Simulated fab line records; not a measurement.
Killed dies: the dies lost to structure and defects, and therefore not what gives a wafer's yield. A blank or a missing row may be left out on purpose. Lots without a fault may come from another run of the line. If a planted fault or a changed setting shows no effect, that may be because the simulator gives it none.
8D (eight disciplines) problem report, filled in by code -- flow n5Finfet -- the parts of the form that need people (team, actions taken, sign-off) are left out

1. THE PROBLEM
At N5_FIN_SAQP_INSPECT_18, rawDefectCount averages 987 over 9 wafers from 3 lots, while fault-free wafers read 411, standard deviation 100. That puts it +5.8 standard deviations away from the usual mean.
The step: inspects for defects (brightfield).
First seen on wafer L239.2, day 5 12:34, on defectInspect-02. At this step, 15 wafers from 5 lots have a number in the record. Rule for "out", or "out of limits": more than 4 standard deviations from the usual mean. The other wafers with a number count as sound.

2. WHAT IT IS; WHAT IT IS NOT
question,is,is not
which readings at this step,rawDefectCount,-
which lots,"L239, L240, L241","L236, L248"
which wafers of those lots,all that have a number,-
read on which gauges,"defectInspect-01, defectInspect-02",-
when,from day 5 12:34,up to then (3 sound wafers); but 3 sound wafers of L248 came after

3. THE SUSPECTS, EACH WITH WHAT RULES IT OUT
Counting: a tool stays on the suspect list if, at a process step up to the reading, it processed all lots that are out and no sound lot following the first of them.
- the gauge at N5_FIN_SAQP_INSPECT_18 has been ruled out. The wafers that are out were read on 2 gauges (defectInspect-01, defectInspect-02).
- pecvd-02 at N5_FIN_SAQP_HM_DEP_03 (deposits SiNx from SiH4/NH3/N2, target thk 38 nm, time 33.6 s): kept. Every lot that is out went through it, starting with L239 (day 5 10:17), and after that it ran no sound lot; the last sound lot it ran before then is L236 (day 4 15:54).
Remaining after the count: pecvd-02 at N5_FIN_SAQP_HM_DEP_03.

4. THE CAUSE (what the simulator had put in)
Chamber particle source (pecvd-02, N5_FIN_SAQP_HM_DEP_03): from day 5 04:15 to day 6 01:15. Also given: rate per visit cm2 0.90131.
This tool alone remained once counting was done.

5. THE CHAIN OF EFFECTS, in route order
Rows list readings where the struck wafers' mean (over those with a number) sits beyond 3 standard deviations from the usual. Scope: only readings with a usual standard deviation given in the record; hours: median across lots of the time from each lot's start at the first step in this table that gives one to its start at this step; sigmas: change in usual standard deviations.
hours,step,reading,usual,on struck wafers,change,sigmas
0,N5_FIN_SAQP_INSPECT_18,rawDefectCount,411,987,+576,+5.8
6,N5_FIN_SAQP_INSPECT_40,rawDefectCount,215,754,+539,+8.7
6,N5_FIN_CUT_INSPECT_10,rawDefectCount,39,602,+563,+51
8,N5_FIN_CUT_INSPECT_17,rawDefectCount,217,762,+545,+9.1
258,N5_PASSIVATION_PROBE_49,defectLimitedYield,91.4 %,84.2,-7.2,-5.5
258,N5_PASSIVATION_PROBE_49,killedAtFrontEnd,37,129,+92,+9.3
258,N5_PASSIVATION_PROBE_49,killedDies,101,186,+85,+5.7
258,N5_PASSIVATION_PROBE_49,sort_bin_5_function,5.0 %,9.6,+4.6,+5.7
258,N5_PASSIVATION_PROBE_49,sortNPass,1079,994,-85,-5.7
258,N5_PASSIVATION_PROBE_49,sortYieldPct,91.4 %,84.2,-7.2,-5.5
The process steps in it:
- N5_PASSIVATION_PROBE_49
At these later measuring or inspecting steps, every struck wafer for which the step has a row has a number for every such reading, and none has moved that far: N5_BEOL_M4_RC_MEAS_101.

6. WHAT WOULD HAVE CAUGHT IT SOONER
In this record the first reading out of limits at a measuring or inspecting step was taken at day 5 12:34, 8 hours after the fault began at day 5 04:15.
No tool reading at N5_FIN_SAQP_HM_DEP_03 that has a usual standard deviation in the record was out on any struck wafer, so an alarm limit of 4 standard deviations on those readings would not have fired.
Lots out: 3; of these, L240, L241 started N5_FIN_SAQP_HM_DEP_03 on pecvd-02 after day 5 12:34. A hold on the tool at that time would have spared those 2.
